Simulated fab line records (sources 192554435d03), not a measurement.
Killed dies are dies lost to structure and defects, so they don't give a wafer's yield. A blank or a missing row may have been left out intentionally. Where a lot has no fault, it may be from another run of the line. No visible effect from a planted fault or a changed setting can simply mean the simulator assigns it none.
fab line records	flow n5-finfet
record: lots: 10	wafers: 30	last-day: 17
route steps=1938 shown DUMMY_GATE@240 SPACER0@258 BEOL_M4@1111 PASSIVATION@1936
lots untouched by any fault: they come from a run of this same line in which no faults occurred
start-h: start of the lot's first displayed wafer, in hours after the record's first day	wait-h: time in hours since the lot's previous step	" repeats the value in the row above	L1.1+2: a single row standing in for several wafers	- either no value or no given start	* or withheld: withheld	< > ~ a bound
route shown NAME@n: names a module that has steps shown in the file, with the first one's number in the route	usual: mean and standard deviation over wafers with no fault	same: alike in all rows	chamber/n: place in a boat	sites: the reading at each site	_std_site: standard deviation of those values	_edge_site: mean of outer sites minus mean of inner sites	radius-mm: how far each site lies from the wafer's centre	mask NAME#n: copy n	behind: the most recent tool/chamber to have shaped the wafer	hold: reason for holding the lot/hours on hold/outcome of the hold	device: which transistor (n, p or np) failed to switch	end of line: the tests these same wafers got at the end of their route	a step given without rows: its recipe and nothing more	killed: dies that structure and defects cost at the first sort, which is not the same as the wafer's yield	map: shows each die of a wafer: x if killed, . if not, _ if none is there
set.NAME: setting as actually run; set.NAME@STEP: the setting as run at that earlier step	model.NAME: the simulator's own value behind a step, which no gauge read
steps of the route over a sample of lots; a table a step, a row a wafer
services: from which hour (start-h, from the record's first day; less than 0 if before it) a tool's chamber was out of use, for how many hours, and why
== steps ==
step: N5_DUMMY_GATE_TRIM_49
recipe: chemistry: O2	resist: SOC	time-s: 29	target-cd-nm: 14	source-power-w: 300	bias-power-w: 0	O2_flow_sccm: 100	temp-c: 20
usual: drypump-motor-current-A: 5.6/0.42	oes-product-au: 1.005/0.02	throttle-valve-pct: 8.15/0.16
lot.wafer	tool	chamber	start-h	wait-h	drypump-motor-current-A	oes-product-au	rf-hours-counter-h	throttle-valve-pct
L479.1	rie-si-02	0	48.82	0.0	5.5	0.976	133	8.33
L479.2	"	2	"	"	6.2	0.983	44	8.24
L479.4	"	1	"	"	6.0	0.998	201	8.22
L481.2	rie-si-04	1	62.22	0.0	6.2	1.001	67	8.21
L481.3	"	2	"	"	5.7	0.980	19	7.90
L481.5	"	3	"	"	5.5	1.003	-	8.29
L482.2	rie-si-04	3	66.58	0.0	5.6	1.000	113	8.29
L482.5	"	3	"	"	5.5	1.009	-	8.28
L482.6	"	0	"	"	5.8	1.029	-	8.21
L484.1	rie-si-04	3	76.42	0.0	5.6	1.009	113	8.28
L484.3	"	1	"	"	6.2	0.995	67	8.23
L484.4	"	2	"	"	5.7	0.986	19	7.92
L485.3	rie-si-02	3	83.60	0.0	5.6	1.023	24	7.98
L485.4	"	3	"	"	5.7	1.021	-	8.00
L485.5	"	2	"	"	6.2	0.977	-	8.22
L487.3	rie-si-02	2	93.56	0.0	6.2	0.989	44	8.23
L487.4	"	0	"	"	5.4	0.980	133	8.32
L487.6	"	3	"	"	5.6	1.025	-	7.99
L489.2	rie-si-02	2	109.55	0.0	6.2	0.991	45	8.24
L489.5	"	0	"	"	5.4	0.973	-	8.32
L489.6	"	1	"	"	6.0	1.026	-	7.91
L491.1	rie-si-04	1	124.90	0.0	6.2	1.011	68	8.23
L491.3	"	2	"	"	5.7	0.980	20	7.90
L491.4	"	0	"	"	5.8	1.031	170	8.22
L501.1	rie-si-02	0	180.02	0.0	5.5	0.974	135	8.33
L501.3	"	2	"	"	6.2	0.982	46	8.23
L501.5	"	1	"	"	6.0	1.030	-	7.94
L502.3	rie-si-01	0	185.11	0.0	4.9	1.004	136	8.51
L502.4	"	1	"	"	5.3	1.006	-	8.03
L502.6	"	3	"	"	5.3	1.030	-	8.19
step: N5_DUMMY_GATE_CD_MEAS_24
recipe: target-cd-nm: 15
usual: cd-nm: 15.1/0.45
lot.wafer	tool	chamber	start-h	wait-h	cd-nm
L479.1	cd-sem-02	-	49.72	0.1	14.8
L479.2	"	-	"	"	14.5
L479.4	"	-	"	"	14.9
L481.2	cd-sem-02	-	62.87	0.1	15.9
L481.3	"	-	"	"	15.2
L481.5	"	-	"	"	15.7
L482.2	cd-sem-02	-	67.23	0.1	14.5
L482.5	"	-	"	"	14.8
L482.6	"	-	"	"	15.0
L484.1	cd-sem-01	-	77.06	0.1	15.1
L484.3	"	-	"	"	15.1
L484.4	"	-	"	"	15.3
L485.3	cd-sem-03	-	84.25	0.1	15.2
L485.4	"	-	"	"	14.7
L485.5	"	-	"	"	14.5
L487.3	cd-sem-03	-	94.21	0.1	15.5
L487.4	"	-	"	"	13.9
L487.6	"	-	"	"	14.8
L489.2	cd-sem-03	-	110.48	0.1	15.0
L489.5	"	-	"	"	15.0
L489.6	"	-	"	"	14.4
L491.1	cd-sem-01	-	125.54	0.1	14.9
L491.3	"	-	"	"	16.4
L491.4	"	-	"	"	15.6
L501.1	cd-sem-02	-	180.78	0.1	14.7
L501.3	"	-	"	"	14.7
L501.5	"	-	"	"	15.4
L502.3	cd-sem-03	-	185.76	0.1	15.5
L502.4	"	-	"	"	15.3
L502.6	"	-	"	"	14.9
step: N5_SPACER0_ALD_07
recipe: material: SiNx	target-thk-a: 20	temp-c: 400	ald-precursor-family: SiH2I2	ald-co-reactant: N2/H2-plasma	pressure-torr: 2
usual: heater-power-w: 865/63
lot.wafer	tool	chamber	start-h	wait-h	heater-power-w	since-wet-clean-h
L479.1	ald-sin-02	3	50.15	0.0	815	328
L479.2	"	2	"	"	833	328
L479.4	"	1	"	"	834	328
L481.2	ald-sin-04	0	63.19	0.0	952	251
L481.3	"	2	"	"	872	251
L481.5	"	3	"	"	822	-
L482.2	ald-sin-03	3	68.10	0.6	755	166
L482.5	"	0	"	"	829	-
L482.6	"	1	"	"	898	-
L484.1	ald-sin-02	3	77.38	0.0	819	355
L484.3	"	1	"	"	871	355
L484.4	"	2	"	"	828	355
L485.3	ald-sin-03	3	84.71	0.2	751	182
L485.4	"	0	"	"	821	182
L485.5	"	1	"	"	942	-
L487.3	ald-sin-03	0	95.76	1.3	842	193
L487.4	"	2	"	"	953	193
L487.6	"	2	"	"	952	-
L489.2	ald-sin-04	3	110.91	0.1	856	299
L489.5	"	1	"	"	874	-
L489.6	"	0	"	"	993	-
L491.1	ald-sin-04	1	125.98	0.1	857	314
L491.3	"	2	"	"	877	314
L491.4	"	3	"	"	851	314
L501.1	ald-sin-02	0	183.39	2.3	799	84
L501.3	"	3	"	"	833	84
L501.5	"	3	"	"	817	-
L502.3	ald-sin-02	0	186.07	0.0	823	87
L502.4	"	3	"	"	821	87
L502.6	"	0	"	"	804	-
step: N5_SPACER0_ALD_08
recipe: material: SiNx	target-thk-a: 20	temp-c: 400	ald-precursor-family: SiH2I2	ald-co-reactant: N2/H2-plasma	pressure-torr: 2
usual: heater-power-w: 862/65
lot.wafer	tool	chamber	start-h	wait-h	heater-power-w	since-wet-clean-h
L479.1	ald-sin-02	3	50.56	0.1	811	328
L479.2	"	2	"	"	809	328
L479.4	"	1	"	"	861	328
L481.2	ald-sin-04	0	63.60	0.1	980	252
L481.3	"	2	"	"	871	252
L481.5	"	3	"	"	840	-
L482.2	ald-sin-03	3	68.51	0.1	715	166
L482.5	"	0	"	"	826	-
L482.6	"	1	"	"	918	-
L484.1	ald-sin-02	3	77.79	0.1	814	355
L484.3	"	1	"	"	872	355
L484.4	"	2	"	"	809	355
L485.3	ald-sin-03	3	85.12	0.1	744	183
L485.4	"	0	"	"	828	183
L485.5	"	1	"	"	917	-
L487.3	ald-sin-03	0	96.17	0.1	849	194
L487.4	"	2	"	"	940	194
L487.6	"	2	"	"	964	-
L487.3	ald-sin-03	0	96.46	0.2	834	-
L487.4	"	2	"	"	964	-
L487.6	"	2	"	"	982	-
L489.2	ald-sin-04	3	111.32	0.1	846	300
L489.5	"	1	"	"	866	-
L489.6	"	0	"	"	986	-
L491.1	ald-sin-04	1	126.39	0.1	863	315
L491.3	"	2	"	"	881	315
L491.4	"	3	"	"	853	315
L491.1	ald-sin-04	1	126.68	0.2	873	-
L491.3	"	2	"	"	872	-
L491.4	"	3	"	"	851	-
L501.1	ald-sin-02	0	183.80	0.1	803	85
L501.3	"	3	"	"	828	85
L501.5	"	3	"	"	827	-
L502.3	ald-sin-02	0	186.48	0.1	815	87
L502.4	"	3	"	"	817	87
L502.6	"	0	"	"	817	-
step: N5_BEOL_M4_RC_MEAS_101
usual: DIBL_N: 35.9/1.9	DIBL_P: 35.8/2.4	IOFF_N: 0.15/0.031	IOFF_P: 0.21/0.037	ION_N: 672/13	ION_P: 462/8.3	SS_N: 71.5/0.72	SS_P: 73.2/0.67	VT_N: 250/3.4	VT_P: -250/3.4
lot.wafer	tool	chamber	start-h	wait-h	DIBL_N[mV/V]	DIBL_P[mV/V]	IOFF_N[nA/um]	IOFF_P[nA/um]	ION_N[uA/um]	ION_P[uA/um]	SS_N[mV/dec]	SS_P[mV/dec]	VT_N[mV]	VT_P[mV]
L479.1	prober-02	0	166.95	0.0	37.0	37.6	0.15	0.22	676	466	71.2	73.8	250	-250
L479.2	"	0	"	"	36.5	35.3	0.13	0.18	657	450	71.2	73.2	253	-253
L479.4	"	0	"	"	36.5	36.1	0.13	0.19	660	457	71.4	72.7	252	-251
L481.2	prober-02	0	184.98	0.2	32.8	33.2	0.11	0.14	650	452	70.8	72.9	255	-258
L481.3	"	0	"	"	33.6	34.1	0.11	0.14	640	435	70.8	73.1	259	-259
L481.5	"	0	"	"	32.4	32.9	0.10	0.13	651	444	70.5	72.6	258	-258
L482.2	prober-02	0	197.24	0.2	35.8	35.0	0.13	0.18	661	453	71.1	72.7	251	-252
L482.5	"	0	"	"	37.4	36.8	0.16	0.22	669	462	72.1	73.6	252	-250
L482.6	"	0	"	"	35.5	34.3	0.13	0.18	669	459	71.0	73.0	252	-251
L484.1	prober-01	0	203.11	0.0	35.0	36.6	0.16	0.20	679	461	71.9	73.5	250	-252
L484.3	"	0	"	"	32.6	33.3	0.12	0.16	660	455	71.3	72.5	253	-255
L484.4	"	0	"	"	31.7	31.5	0.10	0.14	651	448	71.0	72.5	256	-254
L485.3	prober-02	0	204.25	0.6	35.1	36.0	0.15	0.20	675	460	71.0	73.3	249	-250
L485.4	"	0	"	"	37.4	37.4	0.18	0.23	683	466	71.9	74.1	248	-251
L485.5	"	0	"	"	38.2	37.8	0.18	0.24	668	467	73.1	73.8	248	-249
L487.3	prober-02	0	205.56	0.3	29.2	32.2	0.08	0.10	621	417	71.2	72.1	258	-266
L487.4	"	0	"	"	32.0	34.6	0.10	0.11	614	399	71.7	73.8	258	-269
L487.6	"	0	"	"	29.4	32.1	0.08	0.09	606	404	71.2	72.7	261	-270
L489.2	prober-01	0	225.77	0.2	35.1	35.3	0.13	0.17	665	456	70.7	72.8	253	-254
L489.5	"	0	"	"	33.3	33.8	0.11	0.15	658	457	70.6	73.1	255	-257
L489.6	"	0	"	"	36.9	37.2	0.16	0.20	675	459	72.0	73.7	251	-251
L491.1	prober-01	0	253.06	0.0	30.8	31.9	0.09	0.12	612	419	70.4	72.8	258	-263
L491.3	"	0	"	"	26.4	26.4	0.05	0.08	593	409	69.3	70.9	264	-266
L491.4	"	0	"	"	28.4	29.0	0.07	0.10	602	416	68.6	72.2	264	-263
L501.1	prober-01	0	310.02	0.0	38.1	39.6	0.19	0.26	677	462	72.5	74.5	246	-246
L501.3	"	0	"	"	37.9	38.2	0.18	0.23	696	474	72.1	74.2	249	-248
L501.5	"	0	"	"	35.8	37.0	0.15	0.20	674	464	71.2	74.0	251	-251
L502.3	prober-02	0	313.89	0.3	34.6	33.6	0.13	0.20	674	473	70.6	72.7	250	-251
L502.4	"	0	"	"	36.8	35.7	0.17	0.23	690	475	71.4	73.0	249	-247
L502.6	"	0	"	"	36.9	35.7	0.16	0.23	682	473	71.3	72.5	253	-247
step: N5_PASSIVATION_PROBE_49
usual: defect-limited-yield: 91.6/1.2	killed_at_M0_to_M3: 33/9.4	killed_at_M4_up: 13/5.2	killed-at-contacts: 13/5.6	killed-at-front-end: 37/9.5	killed-at-other: 4/3.1	killed-dies: 99/15	killed-open: 65/11	killed-short: 32/7.5	sort_bin_5_function: 4.9/0.77	sort_bin_6_memory: 3.1/0.65	sort_bin_8_speed: 0.01/0.056	sort-n-pass: 1081/15	sort-yield-pct: 91.6/1.2
same: gross-dies: 1180	killed-at-back-side: 0	sort_bin_4_leakage[%]: 0
lot.wafer	tool	chamber	start-h	wait-h	defect-limited-yield[%]	killed_at_M0_to_M3	killed_at_M4_up	killed-at-contacts	killed-at-front-end	killed-at-other	killed-dies	killed-open	killed-short	sort_bin_5_function[%]	sort_bin_6_memory[%]	sort_bin_8_speed[%]	sort-n-pass	sort-yield-pct[%]
L487.3	prober-01	-	321.90	0.1	93.1	30	12	3	36	0	81	52	24	4.1	2.3	87.88	62	5.3
L487.4	prober-01	-	321.95	0.2	90.8	31	23	7	47	1	109	83	26	5.3	3.8	90.76	0	0
L487.6	prober-01	-	322.05	0.3	91.7	33	19	5	40	1	98	62	36	5.3	2.8	91.69	0	0
L491.1	prober-01	-	368.20	0.0	91.5	23	8	16	47	6	100	68	32	4.7	3.3	91.36	2	0.2
L491.3	prober-01	-	368.30	0.1	92.1	28	4	10	47	4	93	62	31	4.8	2.8	92.12	0	0
L491.4	prober-01	-	368.35	0.2	92.9	26	12	5	37	4	84	53	30	4.7	2.3	92.88	0	0
killed by level:class
L487.3 FIN_SAQP:geometric-particle:open=9 BEOL_M3:geometric-particle:open=8 BEOL_M2:geometric-particle:open=6 BEOL_M4:geometric-particle:open=5 BEOL_M0_SAQP:geometric-particle:short=5 BEOL_M0:geometric-particle:open=4 BEOL_M4:geometric-particle:short=4 STARTING-WAFER:geometric-particle:open=4
L487.4 STI_FIN_REVEAL:geometric-particle:open=15 BEOL_M3:geometric-particle:open=12 FIN_SAQP:geometric-particle:open=10 BEOL_M4:geometric-particle:open=9 BEOL_M5:geometric-particle:open=8 FIN_SAQP:geometric-particle:short=7 DUMMY_GATE:geometric-particle:open=6 BEOL_M0_SAQP:geometric-particle:open=6
L487.6 FIN_SAQP:geometric-particle:short=12 BEOL_M0_SAQP:geometric-particle:open=10 BEOL_M0_SAQP:geometric-particle:short=8 STI_FIN_REVEAL:geometric-particle:open=7 BEOL_M4:geometric-particle:open=7 BEOL_M2:geometric-particle:open=6 BEOL_M3:geometric-particle:open=6 FIN_SAQP:geometric-particle:open=5
L491.1 MOL_CONTACT_COAG:geometric-particle:open=13 STI_FIN_REVEAL:geometric-particle:open=12 BEOL_M1:geometric-particle:open=9 BEOL_M0_SAQP:geometric-particle:short=7 FIN_SAQP:geometric-particle:short=6 FIN_SAQP:geometric-particle:open=6 DUMMY_GATE:geometric-particle:open=6 BEOL_M4:geometric-particle:open=6
L491.3 FIN_SAQP:geometric-particle:short=10 BEOL_M0_SAQP:geometric-particle:open=10 STI_FIN_REVEAL:geometric-particle:open=9 MOL_CONTACT_COAG:geometric-particle:open=8 DUMMY_GATE:geometric-particle:open=6 FIN_SAQP:geometric-particle:open=5 BEOL_M0_SAQP:geometric-particle:short=5 BEOL_M2:geometric-particle:open=5
L491.4 STI_FIN_REVEAL:geometric-particle:open=17 BEOL_M0_SAQP:geometric-particle:short=8 BEOL_M1:geometric-particle:open=6 FIN_SAQP:geometric-particle:short=5 MOL_CONTACT_COAG:geometric-particle:open=5 BEOL_M0_SAQP:geometric-particle:open=4 BEOL_M4:geometric-particle:open=4 STI_FIN_REVEAL:geometric-particle:short=3
== services ==
tool	chamber	start-h	hours	kind
rie-si-04	2	25.21	6.3	repair
rie-si-02	-	29.48	0.8	repair
ald-sin-04	-	34.56	6.1	pm
ald-sin-04	0	44.63	1.3	repair
ald-sin-04	-	55.42	0.8	repair
ald-sin-03	0	59.40	2.7	repair
rie-si-01	3	66.08	0.9	repair
rie-si-01	-	83.58	0.3	repair
ald-sin-02	-	85.25	14.0	pm
ald-sin-02	0	85.25	14.0	vent-cycle
ald-sin-02	1	85.25	14.0	vent-cycle
ald-sin-02	2	85.25	14.0	vent-cycle
ald-sin-02	3	85.25	14.0	vent-cycle
rie-si-02	2	112.41	5.3	repair
rie-si-02	0	115.30	3.1	repair
rie-si-04	3	131.12	3.7	repair
rie-si-04	1	137.08	5.5	repair
ald-sin-04	1	141.33	2.9	repair
ald-sin-02	1	145.62	15.5	repair
ald-sin-03	-	154.15	14.6	pm
ald-sin-04	1	155.26	4.3	repair
ald-sin-02	-	171.60	0.4	repair
ald-sin-04	-	177.93	14.0	pm
rie-si-01	2	179.32	9.2	repair
== key ==
first-sign: step: N5_SPACER0_ALD_08	reading: visit	direction: added
effect: step: N5_BEOL_M4_RC_MEAS_101	reading: IOFF_N	direction: down	sigmas: 2.3	usual: 0.15	struck: 0.08
effect: step: N5_BEOL_M4_RC_MEAS_101	reading: DIBL_P	direction: down	sigmas: 2	usual: 35.8	struck: 31.0
effect: step: N5_BEOL_M4_RC_MEAS_101	reading: SS_N	direction: down	sigmas: 1.4	usual: 71.5	struck: 70.4
effect: step: N5_PASSIVATION_PROBE_49	reading: sort_bin_8_speed	direction: up	sigmas: 99+	usual: 0.01	struck: 91.12
met-at N5_SPACER0_ALD_08
struck-lots L487,L491
not-acting-at N5_DUMMY_GATE_TRIM_49,N5_DUMMY_GATE_CD_MEAS_24,N5_SPACER0_ALD_07
fault: kind: repeated-step-whole	tool: ald-sin-02,ald-sin-03,ald-sin-04	chamber: -	onset-h: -	steps: N5_SPACER0_ALD_08	times: 1	scope: struck-lots-only
